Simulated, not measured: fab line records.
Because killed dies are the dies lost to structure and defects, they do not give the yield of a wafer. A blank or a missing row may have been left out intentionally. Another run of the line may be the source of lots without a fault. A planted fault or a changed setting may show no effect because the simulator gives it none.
Which of the tools did it? :: flow nand-harc :: 13 lots with 37 wafers sampled at 6 steps, on a route of 1302 steps

== WHAT THE GAUGES READ, wafer by wafer ==
NHARC_A_ONON_D1_THK_MEAS_21: measures by ellipsometry. Usual: 1000 nm for thk-nm, sd 6.8.
lot: L512
measured: day 8 18:10
on: film-metro-01
thk-nm (nm): 1003 1003 1005
flag: 

lot: L514
measured: day 9 09:49
on: film-metro-01
thk-nm (nm): 987 987 988
flag: 

lot: L516
measured: day 10 01:53
on: film-metro-01
thk-nm (nm): 996 998 995
flag: 

lot: L517
measured: day 10 17:22
on: film-metro-02
thk-nm (nm): 1001 1001 1001
flag: 

lot: L518
measured: day 10 17:22
on: film-metro-01
thk-nm (nm): 1008 1008 1007
flag: 

lot: L519
measured: day 11 16:13
on: film-metro-01
thk-nm (nm): 998 997 997
flag: 

lot: L522
measured: day 12 16:07
on: film-metro-02
thk-nm (nm): 1005 1006 1007
flag: 

lot: L523
measured: day 13 10:49
on: film-metro-02
thk-nm (nm): 994 997 996
flag: 

lot: L524
measured: day 13 14:40
on: film-metro-02
thk-nm (nm): 792 1011 1010
flag: OFF

lot: L525
measured: day 14 12:52
on: film-metro-02
thk-nm (nm): 779 1000
flag: OFF

lot: L528
measured: day 15 04:55
on: film-metro-01
thk-nm (nm): 782 1001
flag: OFF

lot: L533
measured: day 17 09:54
on: film-metro-01
thk-nm (nm): 989 989 991
flag: 

lot: L534
measured: day 17 16:12
on: film-metro-01
thk-nm (nm): 1008 1005 1009
flag: 

NHARC_END_SORT_01. Usual: killed-at-array 52, standard deviation 18; killed-at-other 0.6, standard deviation 0.83; killed-at-periphery 4.3, standard deviation 2.8; killed-dies 57, standard deviation 19; killed-open 3.4, standard deviation 2; killed-short 2.5, standard deviation 1.7.
lot: L524
measured: day 29 16:13
on: prober-02
killed-at-array: 673 18 26
killed-at-other: 1 0 0
killed-at-periphery: 3 1 1
killed-dies: 677 19 27
killed-open: 5 1 3
killed-short: 4 2 0
flag: OFF

lot: L525
measured: day 30 07:17
on: prober-02
killed-at-array: 667 70
killed-at-other: 2 0
killed-at-periphery: 8 2
killed-dies: 677 72
killed-open: 1 5
killed-short: 3 1
flag: OFF

lot: L528
measured: day 30 18:14
on: prober-01
killed-at-array: 668 39
killed-at-other: 0 2
killed-at-periphery: 9 6
killed-dies: 677 47
killed-open: 7 4
killed-short: 3 5
flag: OFF

== TOOL THAT RAN EACH LOT (tool first, then ch and the chambers of the sampled wafers, then the start) ==
lot: L512
NHARC_P_BONDPAD_PVD_27: pvd-sputter-01, day 7 05:24 or earlier
NHARC_P_BONDPAD_ACTIVATE_29: rie-diel-04 ch 1,2, day 7 05:24
NHARC_A_ONON_D1_DEP_19: pecvd-onon-04 ch 0, day 8 17:40
NHARC_A_CHANNEL_HOLE_D1_DEP_00: acl-dep-03 ch 0, day 8 20:29

lot: L514
NHARC_P_BONDPAD_PVD_27: pvd-sputter-03, day 7 17:55 or earlier
NHARC_P_BONDPAD_ACTIVATE_29: rie-diel-02 ch 0,2, day 7 17:55
NHARC_A_ONON_D1_DEP_19: pecvd-onon-04 ch 0, day 9 09:19
NHARC_A_CHANNEL_HOLE_D1_DEP_00: acl-dep-03 ch 0, day 9 13:45

lot: L516
NHARC_P_BONDPAD_PVD_27: pvd-sputter-02, day 8 16:22 or earlier
NHARC_P_BONDPAD_ACTIVATE_29: rie-diel-07 ch 0,1,2, day 8 16:22
NHARC_A_ONON_D1_DEP_19: pecvd-onon-01 ch 0, day 10 01:22
NHARC_A_CHANNEL_HOLE_D1_DEP_00: acl-dep-02 ch 0, day 10 04:11

lot: L517
NHARC_P_BONDPAD_PVD_27: pvd-sputter-01, day 9 06:31 or earlier
NHARC_P_BONDPAD_ACTIVATE_29: rie-diel-07 ch 0,1,3, day 9 06:31
NHARC_A_ONON_D1_DEP_19: pecvd-onon-04 ch 0, day 10 16:55
NHARC_A_CHANNEL_HOLE_D1_DEP_00: acl-dep-01 ch 0, day 10 19:59

lot: L518
NHARC_P_BONDPAD_PVD_27: pvd-sputter-02, day 9 09:31 or earlier
NHARC_P_BONDPAD_ACTIVATE_29: rie-diel-02 ch 0,2,3, day 9 09:31
NHARC_A_ONON_D1_DEP_19: pecvd-onon-01 ch 0, day 10 16:51
NHARC_A_CHANNEL_HOLE_D1_DEP_00: acl-dep-03 ch 0, day 10 19:40

lot: L519
NHARC_P_BONDPAD_PVD_27: pvd-sputter-02, day 10 00:40 or earlier
NHARC_P_BONDPAD_ACTIVATE_29: rie-diel-04 ch 1,2,3, day 10 00:40
NHARC_A_ONON_D1_DEP_19: pecvd-onon-02 ch 0, day 11 15:46
NHARC_A_CHANNEL_HOLE_D1_DEP_00: acl-dep-01 ch 0, day 11 18:50

lot: L522
NHARC_P_BONDPAD_PVD_27: pvd-sputter-01, day 11 05:19 or earlier
NHARC_P_BONDPAD_ACTIVATE_29: rie-diel-02 ch 1,2, day 11 05:19
NHARC_A_ONON_D1_DEP_19: pecvd-onon-04 ch 0, day 12 15:44
NHARC_A_CHANNEL_HOLE_D1_DEP_00: acl-dep-01 ch 0, day 12 22:15

lot: L523
NHARC_P_BONDPAD_PVD_27: pvd-sputter-01, day 12 01:02 or earlier
NHARC_P_BONDPAD_ACTIVATE_29: rie-diel-02 ch 0,1,2, day 12 01:02
NHARC_A_ONON_D1_DEP_19: pecvd-onon-02 ch 0, day 13 10:22
NHARC_A_CHANNEL_HOLE_D1_DEP_00: acl-dep-01 ch 0, day 13 13:28

lot: L524
NHARC_P_BONDPAD_PVD_27: pvd-sputter-02, day 12 04:25 or earlier
NHARC_P_BONDPAD_ACTIVATE_29: rie-diel-02 ch 0,1,3, day 12 04:25
NHARC_A_ONON_D1_DEP_19: pecvd-onon-02 ch 0, day 13 14:10
NHARC_A_CHANNEL_HOLE_D1_DEP_00: acl-dep-02 ch 0, day 13 20:29

lot: L525
NHARC_P_BONDPAD_PVD_27: pvd-sputter-03, day 12 21:44 or earlier
NHARC_P_BONDPAD_ACTIVATE_29: rie-diel-02 ch 1, day 12 21:44
NHARC_A_ONON_D1_DEP_19: pecvd-onon-02 ch 0, day 14 12:21
NHARC_A_CHANNEL_HOLE_D1_DEP_00: acl-dep-02 ch 0, day 14 16:47

lot: L528
NHARC_P_BONDPAD_PVD_27: pvd-sputter-03, day 13 17:04 or earlier
NHARC_P_BONDPAD_ACTIVATE_29: rie-diel-02 ch 0,3, day 13 17:04
NHARC_A_ONON_D1_DEP_19: pecvd-onon-02 ch 0, day 15 04:23
NHARC_A_CHANNEL_HOLE_D1_DEP_00: acl-dep-03 ch 0, day 15 08:37

lot: L533
NHARC_P_BONDPAD_PVD_27: pvd-sputter-02, day 15 21:50 or earlier
NHARC_P_BONDPAD_ACTIVATE_29: rie-diel-02 ch 0,1,3, day 15 21:50
NHARC_A_ONON_D1_DEP_19: pecvd-onon-01 ch 0, day 17 09:23
NHARC_A_CHANNEL_HOLE_D1_DEP_00: acl-dep-03 ch 0, day 17 12:13

lot: L534
NHARC_P_BONDPAD_PVD_27: pvd-sputter-03, day 16 01:53 or earlier
NHARC_P_BONDPAD_ACTIVATE_29: rie-diel-02 ch 0,1,2, day 16 01:53
NHARC_A_ONON_D1_DEP_19: pecvd-onon-04 ch 0, day 17 15:41
NHARC_A_CHANNEL_HOLE_D1_DEP_00: acl-dep-03 ch 0, day 17 23:05
- NHARC_P_BONDPAD_PVD_27: deposits Cu, target thk 30 nm, time 20.49 s.
- NHARC_P_BONDPAD_ACTIVATE_29: chemistry N2, time 60 s.
- NHARC_A_ONON_D1_DEP_19: target thk 1000 nm.
- NHARC_A_CHANNEL_HOLE_D1_DEP_00: deposits aC, target thk 3100 nm.

== WHAT THE TOOLS THEMSELVES READ (means of the sampled wafers that have a number; where no wafer has one, the mark that the record gives instead) ==
NHARC_P_BONDPAD_PVD_27. Usual: 29.9 % for throttle-valve-pct, sd 1.2.
lot: L512
tool: pvd-sputter-01
throttle-valve-pct (%): 30.3
flag: 

lot: L514
tool: pvd-sputter-03
throttle-valve-pct (%): 29.4
flag: 

lot: L516
tool: pvd-sputter-02
throttle-valve-pct (%): 29.1
flag: 

lot: L517
tool: pvd-sputter-01
throttle-valve-pct (%): 30.5
flag: 

lot: L518
tool: pvd-sputter-02
throttle-valve-pct (%): 29.2
flag: 

lot: L519
tool: pvd-sputter-02
throttle-valve-pct (%): 28.1
flag: 

lot: L522
tool: pvd-sputter-01
throttle-valve-pct (%): 31.4
flag: 

lot: L523
tool: pvd-sputter-01
throttle-valve-pct (%): 30.8
flag: 

lot: L524
tool: pvd-sputter-02
throttle-valve-pct (%): 30.0
flag: 

lot: L525
tool: pvd-sputter-03
throttle-valve-pct (%): 30.0
flag: 

lot: L528
tool: pvd-sputter-03
throttle-valve-pct (%): 29.9
flag: 

lot: L533
tool: pvd-sputter-02
throttle-valve-pct (%): 29.7
flag: 

lot: L534
tool: pvd-sputter-03
throttle-valve-pct (%): 29.2
flag: 

NHARC_P_BONDPAD_ACTIVATE_29. Usual: drypump-motor-current-A 5.5 A, standard deviation 0.62; oes-product-au 1.000 a.u., standard deviation 0.011; rf-vpp-V 64.1 V, standard deviation 0.88; showerhead-plenum-p-Torr 1.76 Torr, standard deviation 0.077.
lot: L512
tool: rie-diel-04
drypump-motor-current-A (A): 4.7
oes-product-au (a.u.): 0.999
rf-vpp-V (V): 63.8
showerhead-plenum-p-Torr (Torr): 1.76
flag: 

lot: L514
tool: rie-diel-02
drypump-motor-current-A (A): 5.9
oes-product-au (a.u.): 1.005
rf-vpp-V (V): 64.5
showerhead-plenum-p-Torr (Torr): 1.80
flag: 

lot: L516
tool: rie-diel-07
drypump-motor-current-A (A): 5.7
oes-product-au (a.u.): 0.994
rf-vpp-V (V): 64.8
showerhead-plenum-p-Torr (Torr): 1.80
flag: 

lot: L517
tool: rie-diel-07
drypump-motor-current-A (A): 6.0
oes-product-au (a.u.): 1.015
rf-vpp-V (V): 64.2
showerhead-plenum-p-Torr (Torr): 1.73
flag: 

lot: L518
tool: rie-diel-02
drypump-motor-current-A (A): 5.6
oes-product-au (a.u.): 0.999
rf-vpp-V (V): 63.5
showerhead-plenum-p-Torr (Torr): 1.76
flag: 

lot: L519
tool: rie-diel-04
drypump-motor-current-A (A): 4.7
oes-product-au (a.u.): 0.992
rf-vpp-V (V): 65.0
showerhead-plenum-p-Torr (Torr): 1.81
flag: 

lot: L522
tool: rie-diel-02
drypump-motor-current-A (A): 5.4
oes-product-au (a.u.): 1.016
rf-vpp-V (V): 64.2
showerhead-plenum-p-Torr (Torr): 1.74
flag: 

lot: L523
tool: rie-diel-02
drypump-motor-current-A (A): 5.8
oes-product-au (a.u.): 1.013
rf-vpp-V (V): 64.2
showerhead-plenum-p-Torr (Torr): 1.77
flag: 

lot: L524
tool: rie-diel-02
drypump-motor-current-A (A): 5.9
oes-product-au (a.u.): 1.005
rf-vpp-V (V): 64.1
showerhead-plenum-p-Torr (Torr): 1.75
flag: 

lot: L525
tool: rie-diel-02
drypump-motor-current-A (A): 5.9
oes-product-au (a.u.): 1.006
rf-vpp-V (V): 63.9
showerhead-plenum-p-Torr (Torr): 1.72
flag: 

lot: L528
tool: rie-diel-02
drypump-motor-current-A (A): 5.8
oes-product-au (a.u.): 0.998
rf-vpp-V (V): 63.2
showerhead-plenum-p-Torr (Torr): 1.76
flag: 

lot: L533
tool: rie-diel-02
drypump-motor-current-A (A): 5.9
oes-product-au (a.u.): 1.000
rf-vpp-V (V): 64.1
showerhead-plenum-p-Torr (Torr): 1.74
flag: 

lot: L534
tool: rie-diel-02
drypump-motor-current-A (A): 5.8
oes-product-au (a.u.): 0.999
rf-vpp-V (V): 63.9
showerhead-plenum-p-Torr (Torr): 1.76
flag: 

NHARC_A_CHANNEL_HOLE_D1_DEP_00. Usual: 35.001 % for throttle-valve-pct, sd 0.0095.
lot: L512
tool: acl-dep-03
throttle-valve-pct (%): 35.001
flag: 

lot: L514
tool: acl-dep-03
throttle-valve-pct (%): 35.002
flag: 

lot: L516
tool: acl-dep-02
throttle-valve-pct (%): 34.990
flag: 

lot: L517
tool: acl-dep-01
throttle-valve-pct (%): 34.994
flag: 

lot: L518
tool: acl-dep-03
throttle-valve-pct (%): 34.995
flag: 

lot: L519
tool: acl-dep-01
throttle-valve-pct (%): 35.002
flag: 

lot: L522
tool: acl-dep-01
throttle-valve-pct (%): 35.002
flag: 

lot: L523
tool: acl-dep-01
throttle-valve-pct (%): 35.001
flag: 

lot: L524
tool: acl-dep-02
throttle-valve-pct (%): 34.987
flag: 

lot: L525
tool: acl-dep-02
throttle-valve-pct (%): 34.996
flag: 

lot: L528
tool: acl-dep-03
throttle-valve-pct (%): 35.006
flag: 

lot: L533
tool: acl-dep-03
throttle-valve-pct (%): 35.002
flag: 

lot: L534
tool: acl-dep-03
throttle-valve-pct (%): 34.999
flag: 

== THE ANSWER, worked out from the rows above alone ==
Rule: a lot counts as off when the mean over its wafers that have a number is more than 3 standard deviations away from the usual mean. Also off: a lot with no number at a reading for which 4 or more lots have one. All remaining lots with rows at the step are treated as sound. First the gauges in route order, then the tools' own readings, where a lot's mean is used as printed above. At the first step where some lot is off, the reading lying furthest off is the one used; lots without a number count as furthest.
Off, at NHARC_A_ONON_D1_THK_MEAS_21 on thk-nm: L524, L525, L528.
If a tool, at a process step before that reading, ran all the lots that are off and no sound lot after the first of them, it fits. The gauges at NHARC_A_ONON_D1_THK_MEAS_21 aren't tried: what is off there is off at NHARC_END_SORT_01 too, on other tools, and a gauge's error can't cause that. Because NHARC_P_BONDPAD_PVD_27 lacks a start for some lots, the hours and order of its lots are taken from NHARC_P_BONDPAD_ACTIVATE_29. One fits: pecvd-onon-02 at NHARC_A_ONON_D1_DEP_19. A fault onset in the window from L523 (day 13 10:22, its last sound lot) to L524 (day 13 14:10, its first lot off) fits.

== WHAT THE SIMULATOR HAD PUT IN ==
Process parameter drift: pecvd-onon-02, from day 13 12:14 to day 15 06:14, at NHARC_A_ONON_D1_DEP_19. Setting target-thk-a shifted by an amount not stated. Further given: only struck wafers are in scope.
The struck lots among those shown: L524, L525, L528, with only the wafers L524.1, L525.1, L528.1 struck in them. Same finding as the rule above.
